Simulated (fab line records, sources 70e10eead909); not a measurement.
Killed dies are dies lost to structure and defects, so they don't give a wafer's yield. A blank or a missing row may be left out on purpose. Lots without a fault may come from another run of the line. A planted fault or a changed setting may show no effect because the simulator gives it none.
Which tool did it? | flow nand_harc | 7 lots, 21 wafers sampled, at 1 step of a route of 1159

WHAT THE GAUGES READ, wafer by wafer
NHARC_P_ZERO_WELL_CD_MEAS_52: target cd 2000 nm.
lot  | measured    | on        | cd_nm (nm)
L193 | day 2 05:40 | cd_sem-01 | 2002.2 1997.3 2002.6
L195 | day 2 17:45 | cd_sem-03 | 1998.8 2000.3 1998.8
L197 | day 3 05:49 | cd_sem-03 | 2001.8 1999.0 2000.0
L201 | day 4 05:47 | cd_sem-03 | 1997.8 2000.1 1998.1
L207 | day 5 17:50 | cd_sem-02 | 2002.0 2002.5 2000.6
L210 | day 6 11:52 | cd_sem-03 | 1998.8 2000.1 2002.9
L213 | day 7 05:48 | cd_sem-03 | 2002.1 2002.2 1998.4

WHICH TOOL RAN EACH LOT (tool, then ch and the chambers of the sampled wafers, then the start)
The record holds no process step before these readings.

THE ANSWER, worked out from the rows above alone
Rule: what is usual is taken from the lots themselves. Put in order of their means at a reading, lots are off if they are a third of the lots or fewer, leave a main group of 4 or more, and stand apart from it by a gap of 3 or more times the standard deviation of the main group's means; of several such gaps the widest counts. A main group whose means are all the same, to the digits that the tables above print for the reading, isn't used. A lot without any number at a reading at which 4 lots or more have one is off too. The other lots that the step has rows for count as sound.
No lot is off at any reading shown: from this, nothing can be told.

WHAT THE SIMULATOR HAD PUT IN
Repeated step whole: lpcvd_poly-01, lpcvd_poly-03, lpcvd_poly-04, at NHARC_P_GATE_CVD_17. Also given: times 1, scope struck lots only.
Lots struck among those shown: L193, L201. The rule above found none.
